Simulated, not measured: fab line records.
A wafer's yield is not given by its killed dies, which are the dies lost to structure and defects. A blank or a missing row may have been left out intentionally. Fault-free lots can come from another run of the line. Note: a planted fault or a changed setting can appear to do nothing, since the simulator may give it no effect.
Chamber matching ; flow n5_finfet ; N5_BEOL_M14_CMP_49 on cmp-02: 4 sister chambers
The step polishes, stops on SiO2, t overpolish 5.2 s, target thk 560 nm. 8 wafers are shown with their chamber, then 9 later ones without.

== WAFERS, EACH WITH ITS CHAMBER ==
wafer;chamber;motor_current_A (A);barrier_field_endpoint_s (s)
L088.3;1;7.4;11.6
L088.6;2;7.8;12.1
L089.2;1;7.4;11.6
L089.3;0;8.6;11.5
L089.5;0;8.6;11.4
L090.4;3;8.2;10.5
L090.5;3;8.9;10.7
L090.6;2;8.2;11.4

== WAFERS WITH NO CHAMBER GIVEN ==
wafer;motor_current_A (A);barrier_field_endpoint_s (s)
L094.1;8.5;11.0
L094.2;8.3;11.0
L094.6;8.7;10.8
L093.1;8.3;11.4
L093.2;8.4;11.8
L093.6;8.5;11.8
L096.1;7.1;11.3
L096.2;8.2;11.5
L096.4;8.4;11.4

== CHAMBER TAKEN BY EACH ==
wafer;from the rows above;in truth
L094.1;can't be placed: 3 or 0 or 2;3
L094.2;can't be placed: 3 or 0 or 2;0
L094.6;can't be placed: 3 or 0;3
L093.1;can't be placed: 0 or 2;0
L093.2;can't be placed: 2 or 0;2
L093.6;can't be placed: 0 or 2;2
L096.1;1;1
L096.2;can't be placed: 2 or 0 or 1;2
L096.4;can't be placed: 0 or 2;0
Correctly placed: 1 of 9. From these rows, 8 cannot be placed; in 8 the true chamber is one of the candidates. Number placed wrongly: 0.
How it was worked out, from the rows above alone: a wafer's distance from a chamber is the root of the sum, over the readings, of the square of ((its reading less the chamber's mean) divided by the reading's scatter). The wafer belongs to the nearest chamber; if the next one is less than 2 further off, it can't be placed. Each chamber's mean is taken over the wafers shown for it. How the scatter is found: for the shown wafers, subtract from each reading the mean of its chamber, square and add these, divide the total by (wafers less chambers), then take the root.
